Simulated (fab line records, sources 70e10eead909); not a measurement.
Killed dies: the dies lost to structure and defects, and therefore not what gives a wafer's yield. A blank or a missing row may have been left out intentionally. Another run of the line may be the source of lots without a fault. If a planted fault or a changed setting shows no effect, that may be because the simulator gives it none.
The tool behind it: which one? ; flow nand-harc ; 72 wafers from 24 lots sampled at 6 of the route's 1302 steps

== WHAT EACH GAUGE READ, for each wafer ==
NHARC_A_ZERO_WELL_CD_MEAS_10: target cd 2000 nm.
lot;measured;on;cd-nm (nm)
L074;day 7 00:10;cd-sem-02;2001.6 2002.0 1999.5
L075;day 7 06:53;cd-sem-01;1998.4 1999.4 2004.1
L076;day 7 21:13;cd-sem-03;1996.7 2002.3 2001.0
L077;day 7 22:39;cd-sem-03;2005.4 2001.9 1999.3
L079;day 8 19:01;cd-sem-02;2001.0 1999.9 1998.9
L078;day 8 19:59;cd-sem-02;1999.4 1997.2 2000.0
L080;day 9 06:32;cd-sem-02;2000.7 2001.6 1998.9
L081;day 9 18:49;cd-sem-02;1998.0 1997.5 1995.2
L082;day 10 01:04;cd-sem-03;2001.2 2003.3 1997.1
L083;day 10 11:31;cd-sem-02;1997.2 1996.5 1998.8
L084;day 10 23:02;cd-sem-01;2001.2 2004.4 2003.5
L085;day 11 13:32;cd-sem-02;2006.4 2002.2 2002.0
L086;day 11 17:23;cd-sem-02;2003.2 1995.8 1996.6
L087;day 12 02:50;cd-sem-02;2002.6 2000.6 2001.8
L088;day 12 19:28;cd-sem-02;1999.8 2002.5 2000.9
L089;day 12 20:13;cd-sem-02;1998.3 2002.4 2002.0
L090;day 13 18:39;cd-sem-02;1999.8 1999.2 1996.7
L091;day 13 19:14;cd-sem-02;2000.1 1999.2 1999.7
L092;day 14 02:28;cd-sem-03;1999.0 1999.1 2001.1
L093;day 14 17:20;cd-sem-03;1997.2 2001.6 1998.2
L094;day 14 21:59;cd-sem-02;2004.0 1996.3 2001.3
L095;day 15 21:25;cd-sem-02;2000.9 2004.7 2000.7
L096;day 16 01:51;cd-sem-01;1998.9 2003.3 2004.0
L097;day 16 11:52;cd-sem-01;2002.9 2003.4 2002.5

NHARC_A_ONON_D1_THK_MEAS_24: measures by ellipsometry.
lot;measured;on;thk-nm (nm)
L074;day 8 10:16;film-metro-02;998 999 998
L075;day 8 18:07;film-metro-02;989 989 988
L076;day 9 07:03;film-metro-02;991 992 990
L077;day 9 07:04;film-metro-01;1006 1007 1006
L079;day 10 08:58;film-metro-02;1008 1007 1009
L078;day 10 08:57;film-metro-02;974 976 975
L080;day 10 19:11;film-metro-02;994 993 996
L081;day 11 04:46;film-metro-01;1022 1022 1022
L082;day 11 13:21;film-metro-02;992 993 991
L083;day 11 23:38;film-metro-01;999 1000 1001
L084;day 12 08:44;film-metro-02;986 986 987
L085;day 13 02:28;film-metro-02;989 991 989
L086;day 13 02:28;film-metro-01;1003 1002 1002
L087;day 13 11:56;film-metro-01;987 987 984
L088;day 14 05:25;film-metro-02;995 992 995
L089;day 14 05:26;film-metro-01;986 986 985
L090;day 15 08:02;film-metro-02;993 993 992
L091;day 15 08:02;film-metro-01;976 977 977
L092;day 15 11:47;film-metro-02;995 996 996
L093;day 16 04:53;film-metro-01;1008 1010 1008
L094;day 16 12:46;film-metro-01;999 999 999
L095;day 17 06:06;film-metro-02;1001 1001 1000
L096;day 17 13:46;film-metro-01;995 995 993
L097;day 18 02:29;film-metro-02;979 979 980

== EACH LOT AND THE TOOL THAT RAN IT (in order: tool; ch and the chambers of the sampled wafers; start) ==
lot;NHARC_P_BONDPAD_DESCUM_11;NHARC_P_BONDPAD_PVD_27;NHARC_P_BONDPAD_ANNEAL_28;NHARC_P_BONDPAD_CMP_19
L074;rie-diel-03 ch 0,1,2, day 6 20:25;pvd-sputter-02, day 6 22:06 or earlier;rtp-anneal-01 ch 0, day 6 22:06;cmp-04 ch 2,3, day 6 22:29
L075;rie-diel-12 ch 0,1,3, day 7 03:01;pvd-sputter-03, day 7 04:44 or earlier;rtp-anneal-02 ch 0, day 7 04:44;cmp-01 ch 0,1,3, day 7 05:08
L076;rie-diel-08 ch 1,2, day 7 17:16;pvd-sputter-01, day 7 19:02 or earlier;rtp-anneal-01 ch 0, day 7 19:02;cmp-02 ch 0,1,3, day 7 19:25
L077;rie-diel-03 ch 0,1,3, day 7 18:43;pvd-sputter-03, day 7 20:26 or earlier;rtp-anneal-01 ch 0, day 7 20:26;cmp-01 ch 0,2,3, day 7 20:47
L079;rie-diel-12 ch 1,2,3, day 8 15:10;pvd-sputter-02, day 8 16:55 or earlier;rtp-anneal-02 ch 0, day 8 16:55;cmp-04 ch 0,2,3, day 8 17:15
L078;rie-diel-12 ch 0,2,3, day 8 16:08;pvd-sputter-02, day 8 17:52 or earlier;rtp-anneal-01 ch 0, day 8 17:52;cmp-02 ch 0,3, day 8 18:10
L080;rie-diel-03 ch 1,2,3, day 9 02:23;pvd-sputter-02, day 9 04:22 or earlier;rtp-anneal-02 ch 0, day 9 04:22;cmp-02 ch 0,1,2, day 9 04:46
L081;rie-diel-12 ch 1,2,3, day 9 14:57;pvd-sputter-01, day 9 16:41 or earlier;rtp-anneal-01 ch 0, day 9 16:41;cmp-02 ch 1,2,3, day 9 17:01
L082;rie-diel-12 ch 2,3, day 9 21:19;pvd-sputter-03, day 9 23:04 or earlier;rtp-anneal-02 ch 0, day 9 23:04;cmp-01 ch 1,3, day 9 23:21
L083;rie-diel-12 ch 1,2,3, day 10 07:38;pvd-sputter-01, day 10 09:20 or earlier;rtp-anneal-01 ch 0, day 10 09:20;cmp-01 ch 0,2,3, day 10 09:41
L084;rie-diel-12 ch 0,1,3, day 10 18:53;pvd-sputter-02, day 10 21:05 or earlier;rtp-anneal-02 ch 0, day 10 21:05;cmp-02 ch 0,1,3, day 10 21:25
L085;rie-diel-03 ch 1,2, day 11 09:40;pvd-sputter-01, day 11 11:21 or earlier;rtp-anneal-01 ch 0, day 11 11:21;cmp-04 ch 0,3, day 11 11:43
L086;rie-diel-03 ch 0,2,3, day 11 13:32;pvd-sputter-01, day 11 15:11 or earlier;rtp-anneal-01 ch 0, day 11 15:11;cmp-02 ch 0,1, day 11 15:34
L087;rie-diel-08 ch 1,3, day 11 22:59;pvd-sputter-02, day 12 00:39 or earlier;rtp-anneal-02 ch 0, day 12 00:39;cmp-04 ch 0,1,2, day 12 01:04
L088;rie-diel-12 ch 2,3, day 12 15:37;pvd-sputter-03, day 12 17:26 or earlier;rtp-anneal-01 ch 0, day 12 17:26;cmp-01 ch 0,2,3, day 12 17:43
L089;rie-diel-12 ch 0,1, day 12 16:30;pvd-sputter-03, day 12 18:17 or earlier;rtp-anneal-01 ch 0, day 12 18:17;cmp-02 ch 1,2, day 12 18:33
L090;rie-diel-03 ch 1,2,3, day 13 14:41;pvd-sputter-02, day 13 16:27 or earlier;rtp-anneal-01 ch 0, day 13 16:27;cmp-04 ch 1,2,3, day 13 16:46
L091;rie-diel-08 ch 0,1, day 13 15:26;pvd-sputter-01, day 13 17:16 or earlier;rtp-anneal-01 ch 0, day 13 17:16;cmp-02 ch 0,1,2, day 13 17:34
L092;rie-diel-08 ch 2,3, day 13 22:43;pvd-sputter-02, day 14 00:29 or earlier;rtp-anneal-01 ch 0, day 14 00:29;cmp-04 ch 1,2, day 14 00:45
L093;rie-diel-12 ch 1,2,3, day 14 13:28;pvd-sputter-01, day 14 15:08 or earlier;rtp-anneal-02 ch 0, day 14 15:08;cmp-01 ch 1,2, day 14 15:28
L094;rie-diel-03 ch 0,1,3, day 14 18:08;pvd-sputter-03, day 14 19:52 or earlier;rtp-anneal-01 ch 0, day 14 19:52;cmp-01 ch 1,2,3, day 14 20:10
L095;rie-diel-12 ch 0,2,3, day 15 17:40;pvd-sputter-02, day 15 19:24 or earlier;rtp-anneal-01 ch 0, day 15 19:24;cmp-01 ch 0,2,3, day 15 19:46
L096;rie-diel-03 ch 1,2,3, day 15 21:58;pvd-sputter-02, day 15 23:38 or earlier;rtp-anneal-01 ch 0, day 15 23:38;cmp-04 ch 1,2,3, day 15 23:59
L097;rie-diel-03 ch 1,2, day 16 08:00;pvd-sputter-01, day 16 09:44 or earlier;rtp-anneal-02 ch 0, day 16 09:44;cmp-04 ch 0,1,3, day 16 10:01
- NHARC_P_BONDPAD_DESCUM_11: chemistry O2, time 3 s.
- NHARC_P_BONDPAD_PVD_27: deposits Cu, target thk 30 nm, time 20.49 s.
- NHARC_P_BONDPAD_ANNEAL_28: time 90 s.
- NHARC_P_BONDPAD_CMP_19: polishes, t overpolish 30 s, cu recess touch 16 s, target thk 160.81 nm.

== WHAT THE TOOLS THEMSELVES READ (means of the sampled wafers that have a number; where no wafer has one, the mark that the record gives instead) ==
NHARC_P_BONDPAD_DESCUM_11.
lot;tool;drypump-motor-current-A (A);oes-product-au (a.u.);rf-vpp-V (V);showerhead-plenum-p-Torr (Torr);throttle-valve-pct (%)
L074;rie-diel-03;5.9;1.006;57.1;1.90;11.305
L075;rie-diel-12;5.5;1.009;58.7;1.93;11.309
L076;rie-diel-08;5.9;0.995;57.7;1.93;11.303
L077;rie-diel-03;5.6;1.000;57.0;1.94;11.311
L079;rie-diel-12;5.8;0.997;58.0;1.97;11.322
L078;rie-diel-12;5.5;1.001;57.4;1.90;11.304
L080;rie-diel-03;5.5;1.015;58.1;1.94;11.296
L081;rie-diel-12;5.7;1.002;58.9;1.97;11.307
L082;rie-diel-12;5.8;0.999;57.1;1.94;11.305
L083;rie-diel-12;5.7;1.000;57.9;1.97;11.309
L084;rie-diel-12;5.4;1.011;57.6;1.93;11.308
L085;rie-diel-03;5.5;0.995;58.1;1.92;11.303
L086;rie-diel-03;5.8;1.000;57.6;1.92;11.311
L087;rie-diel-08;6.0;1.012;58.7;1.97;11.302
L088;rie-diel-12;5.8;1.003;58.3;1.94;11.302
L089;rie-diel-12;5.2;0.999;58.2;1.89;11.307
L090;rie-diel-03;5.5;1.016;57.4;1.94;11.314
L091;rie-diel-08;5.5;0.997;57.5;1.96;11.313
L092;rie-diel-08;5.3;1.025;59.2;2.01;11.311
L093;rie-diel-12;5.8;1.008;58.1;1.97;11.308
L094;rie-diel-03;5.6;1.014;57.0;1.94;11.304
L095;rie-diel-12;5.5;0.991;58.4;1.90;11.310
L096;rie-diel-03;5.5;1.000;57.4;1.94;11.307
L097;rie-diel-03;5.8;1.006;58.5;1.90;11.315

NHARC_P_BONDPAD_PVD_27.
lot;tool;throttle-valve-pct (%)
L074;pvd-sputter-02;30.0
L075;pvd-sputter-03;31.5
L076;pvd-sputter-01;30.9
L077;pvd-sputter-03;31.3
L079;pvd-sputter-02;29.9
L078;pvd-sputter-02;30.2
L080;pvd-sputter-02;29.9
L081;pvd-sputter-01;30.5
L082;pvd-sputter-03;31.3
L083;pvd-sputter-01;30.3
L084;pvd-sputter-02;30.0
L085;pvd-sputter-01;30.3
L086;pvd-sputter-01;30.5
L087;pvd-sputter-02;29.9
L088;pvd-sputter-03;30.5
L089;pvd-sputter-03;30.6
L090;pvd-sputter-02;29.6
L091;pvd-sputter-01;30.6
L092;pvd-sputter-02;29.9
L093;pvd-sputter-01;30.1
L094;pvd-sputter-03;30.7
L095;pvd-sputter-02;29.9
L096;pvd-sputter-02;29.5
L097;pvd-sputter-01;30.6

NHARC_P_BONDPAD_ANNEAL_28.
lot;tool;wafer_temp_C_max
L074;rtp-anneal-01;225.28
L075;rtp-anneal-02;225.83
L076;rtp-anneal-01;225.56
L077;rtp-anneal-01;225.74
L079;rtp-anneal-02;225.87
L078;rtp-anneal-01;225.59
L080;rtp-anneal-02;225.68
L081;rtp-anneal-01;225.20
L082;rtp-anneal-02;225.86
L083;rtp-anneal-01;225.40
L084;rtp-anneal-02;225.55
L085;rtp-anneal-01;225.60
L086;rtp-anneal-01;225.44
L087;rtp-anneal-02;225.83
L088;rtp-anneal-01;225.56
L089;rtp-anneal-01;225.44
L090;rtp-anneal-01;225.48
L091;rtp-anneal-01;225.65
L092;rtp-anneal-01;225.79
L093;rtp-anneal-02;225.80
L094;rtp-anneal-01;225.33
L095;rtp-anneal-01;225.74
L096;rtp-anneal-01;225.47
L097;rtp-anneal-02;225.81

NHARC_P_BONDPAD_CMP_19.
lot;tool;motor-current-A (A);overpolish-run-s (s)
L074;cmp-04;11.0;29.995
L075;cmp-01;11.4;29.997
L076;cmp-02;12.6;29.993
L077;cmp-01;11.4;29.991
L079;cmp-04;11.7;30.002
L078;cmp-02;12.7;29.996
L080;cmp-02;12.7;30.004
L081;cmp-02;11.5;29.998
L082;cmp-01;11.4;30.002
L083;cmp-01;11.3;29.999
L084;cmp-02;12.1;29.999
L085;cmp-04;12.3;29.996
L086;cmp-02;13.1;29.997
L087;cmp-04;12.5;29.995
L088;cmp-01;11.6;30.000
L089;cmp-02;12.3;29.999
L090;cmp-04;11.7;29.995
L091;cmp-02;12.9;30.007
L092;cmp-04;12.1;30.001
L093;cmp-01;11.7;29.996
L094;cmp-01;11.3;29.999
L095;cmp-01;11.6;30.005
L096;cmp-04;12.0;29.996
L097;cmp-04;12.6;29.998

== THE ANSWER, worked out from the rows above alone ==
Rule: the usual values come from the lots themselves. Put in order of their means at a reading, lots are off if they are a third of the lots or fewer, leave a main group of 4 or more, and stand apart from it by a gap of 3 or more times the standard deviation of the main group's means; of several such gaps the widest counts. A main group is skipped when, at the precision printed for the reading in the tables above, its means are all equal. A lot without any number at a reading at which 4 lots or more have one is off too. Where the step has rows for the other lots, those lots are counted as sound. The gauges are gone through in route order, then the tools' own readings, and for those a lot's mean is taken as printed above. The first step at which some lot is off is used, and at that step the reading that is off furthest; a lot without a number counts as furthest.
No lot is off on any of the readings shown, so nothing can be concluded from this.

== WHAT THE SIMULATOR PUT IN ==
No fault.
